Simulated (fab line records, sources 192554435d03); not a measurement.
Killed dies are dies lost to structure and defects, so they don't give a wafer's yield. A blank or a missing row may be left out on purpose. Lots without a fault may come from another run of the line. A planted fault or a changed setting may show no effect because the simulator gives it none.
One fault seen from 2 desks | flow n5_finfet | each desk has only its own numbers; what lay behind them comes last

THE METROLOGY DESK
What the gauges read, lot by lot, whatever tool the lot ran on: means of the sampled wafers that have a number. A lot is out of limits, marked OUT, if its mean lies more than 4 standard deviations from the usual mean; the brackets give that distance. Of its 10 readings 7 are shown: those that lie furthest out on some lot.
Columns: A = DIBL_N at N5_BEOL_M4_RC_MEAS_101, usual 36.5 mV/V; B = DIBL_P at N5_BEOL_M4_RC_MEAS_101, usual 36.6 mV/V; C = IOFF_N at N5_BEOL_M4_RC_MEAS_101, usual 0.167 nA/um; D = ION_N at N5_BEOL_M4_RC_MEAS_101, usual 674 uA/um; E = SS_N at N5_BEOL_M4_RC_MEAS_101, usual 71.6 mV/dec; F = SS_P at N5_BEOL_M4_RC_MEAS_101, usual 73.4 mV/dec; G = VT_N at N5_BEOL_M4_RC_MEAS_101, usual 249 mV
lot  | first seen here | A    | B    | C     | D   | E    | F    | G
L892 | day 8 13:43     | 36.2 | 36.9 | 0.156 | 677 | 71.4 | 73.5 | 251
L893 | day 9 03:25     | 36.1 | 33.7 | 0.151 | 668 | 71.4 | 72.6 | 249
L902 | day 11 21:46    | 34.9 | 34.2 | 0.149 | 673 | 71.1 | 73.2 | 250
L906 | day 12 05:13    | 39.0 | 39.3 | 0.201 | 676 | 72.7 | 73.8 | 249
L908 | day 12 23:04    | 38.3 | 38.7 | 0.204 | 692 | 71.7 | 74.2 | 245
L907 | day 13 01:14    | 37.3 | 37.2 | 0.167 | 678 | 71.8 | 73.6 | 250
This desk's finding: nothing out of limits on any of the 6 lots.

THE TOOL OWNER'S DESK: ald_metal-03
The tool's own readings at N5_HKMG_FIN_ALD_21 (deposits TiN, target thk 1.5 nm, pulse time 1 s, purge time 3 s): means of the sampled wafers that have a number, for each lot that ran on this tool. A lot is out of limits, marked OUT, if its mean lies more than 4 standard deviations from the usual mean; the brackets give that distance.
Columns: A = heater_power_w at N5_HKMG_FIN_ALD_21, usual 875 W; B = precursor_pulse_height_rel at N5_HKMG_FIN_ALD_21, usual 1.002
lot  | first seen here | A   | B
L902 | day 8 09:18     | 842 | 1.003
L906 | day 8 16:17     | 846 | 0.995
L907 | day 8 19:46     | 843 | 1.001
This desk's finding: nothing out of limits on any of the 3 lots.

PUT TOGETHER
The metrology desk saw nothing out of limits.
The tool owner's desk saw nothing out of limits.

WHAT THE SIMULATOR HAD PUT IN
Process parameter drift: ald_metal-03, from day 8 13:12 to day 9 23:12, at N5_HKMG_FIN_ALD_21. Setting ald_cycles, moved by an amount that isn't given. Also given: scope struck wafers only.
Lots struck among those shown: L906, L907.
